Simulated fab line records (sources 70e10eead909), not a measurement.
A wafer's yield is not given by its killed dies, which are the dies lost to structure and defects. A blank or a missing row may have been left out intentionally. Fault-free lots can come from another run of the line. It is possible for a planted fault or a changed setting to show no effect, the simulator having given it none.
Chamber matching | flow nand harc | NHARC_A_WL_FILL_ETCHBACK_26 on rie si-05 has 4 sister chambers
The step etches the open film in HBr, target depth 52 nm, time 13.3 s. 7 wafers are shown with their chamber, then 7 later ones without.

== WAFERS PAIRED WITH THEIR CHAMBERS ==
wafer  | chamber | drypump motor current A (A) | run length s (s)
L584.3 | 3       | 5.9                         | 34.9
L584.5 | 3       | 5.9                         | 34.5
L593.6 | 2       | 5.9                         | 35.1
L597.2 | 0       | 5.4                         | 34.8
L597.6 | 1       | 6.1                         | 34.4
L599.2 | 1       | 6.1                         | 34.4
L599.3 | 2       | 5.8                         | 34.7

== WAFERS MISSING THEIR CHAMBER ==
wafer  | drypump motor current A (A) | run length s (s)
L599.6 | 6.1                         | 34.2
L600.2 | 6.0                         | 34.9
L600.3 | 6.1                         | 34.3
L600.4 | 5.8                         | 34.7
L601.1 | 6.0                         | 34.5
L601.2 | 5.8                         | 35.1
L601.4 | 6.1                         | 34.6

== WHICH CHAMBER EACH WENT THROUGH ==
wafer  | from the rows above          | in truth
L599.6 | 1                            | 1
L600.2 | can't be placed: 3 or 1 or 2 | 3
L600.3 | 1                            | 1
L600.4 | can't be placed: 2 or 3      | 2
L601.1 | can't be placed: 1 or 3 or 2 | 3
L601.2 | can't be placed: 2 or 3      | 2
L601.4 | 1                            | 1
Correctly placed: 3 of 7. These rows do not allow placing 4 (true chamber among the candidates in 4). Placed wrongly: 0.
How it was worked out, from the rows above alone: a wafer's distance from a chamber is the root of the sum, over the readings, of the square of ((its reading less the chamber's mean) divided by the reading's scatter). The wafer belongs to the nearest chamber; if the next one is less than 2 further off, it can't be placed. Each chamber's mean is taken over the wafers shown for it. The scatter: take each reading less its chamber's mean, square it, sum over the shown wafers, divide by the number of wafers less the number of chambers, and take the root.
